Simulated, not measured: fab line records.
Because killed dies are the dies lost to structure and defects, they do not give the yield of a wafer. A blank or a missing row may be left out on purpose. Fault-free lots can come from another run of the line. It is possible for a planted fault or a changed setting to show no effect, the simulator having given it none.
Chamber matching :: flow n5 finfet :: N5_BEOL_M9_ALD_74 on ald metal-02 has 4 sister chambers
The step deposits TaN, target thk 2 nm, pulse time 2 s, purge time 3 s. 8 wafers are shown with their chamber, then 9 later ones without.

EACH WAFER AND ITS CHAMBER
wafer: L076.1
chamber: 0
heater power w (W): 444
precursor vessel carrier sccm (sccm): 999

wafer: L084.6
chamber: 3
heater power w (W): 398
precursor vessel carrier sccm (sccm): 1000

wafer: L087.2
chamber: 0
heater power w (W): 445
precursor vessel carrier sccm (sccm): 1002

wafer: L087.4
chamber: 2
heater power w (W): 361
precursor vessel carrier sccm (sccm): 1000

wafer: L087.5
chamber: 2
heater power w (W): 362
precursor vessel carrier sccm (sccm): 1001

wafer: L089.1
chamber: 1
heater power w (W): 407
precursor vessel carrier sccm (sccm): 1000

wafer: L089.5
chamber: 1
heater power w (W): 397
precursor vessel carrier sccm (sccm): 998

wafer: L089.6
chamber: 3
heater power w (W): 405
precursor vessel carrier sccm (sccm): 999

WAFERS WHOSE CHAMBER IS MISSING
wafer: L092.4
heater power w (W): 364
precursor vessel carrier sccm (sccm): 999

wafer: L092.5
heater power w (W): 359
precursor vessel carrier sccm (sccm): 998

wafer: L092.6
heater power w (W): 393
precursor vessel carrier sccm (sccm): 1003

wafer: L095.2
heater power w (W): 446
precursor vessel carrier sccm (sccm): 1001

wafer: L095.4
heater power w (W): 365
precursor vessel carrier sccm (sccm): 1005

wafer: L095.6
heater power w (W): 446
precursor vessel carrier sccm (sccm): 999

wafer: L096.1
heater power w (W): 362
precursor vessel carrier sccm (sccm): 1002

wafer: L096.5
heater power w (W): 361
precursor vessel carrier sccm (sccm): 1002

wafer: L096.6
heater power w (W): 396
precursor vessel carrier sccm (sccm): 1005

WHICH CHAMBER EACH WENT THROUGH
wafer: L092.4
from the rows above: 2
in truth: 2

wafer: L092.5
from the rows above: 2
in truth: 2

wafer: L092.6
from the rows above: can't be placed: 3 or 1
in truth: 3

wafer: L095.2
from the rows above: 0
in truth: 0

wafer: L095.4
from the rows above: 2
in truth: 2

wafer: L095.6
from the rows above: 0
in truth: 0

wafer: L096.1
from the rows above: 2
in truth: 2

wafer: L096.5
from the rows above: 2
in truth: 2

wafer: L096.6
from the rows above: can't be placed: 3 or 1
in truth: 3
Correct placement for 7 of the 9. Cannot be placed on the basis of these rows: 2; the candidates contain the true chamber in 2. 0 placed wrongly.
How it was worked out, from the rows above alone: a wafer's distance from a chamber is the root of the sum, over the readings, of the square of ((its reading less the chamber's mean) divided by the reading's scatter). The wafer belongs to the nearest chamber; if the next one is less than 2 further off, it can't be placed. Each chamber's mean is taken over the wafers shown for it. The scatter is the square root of a quotient: the sum, over the shown wafers, of each reading's squared deviation from its chamber's mean, divided by wafers minus chambers.
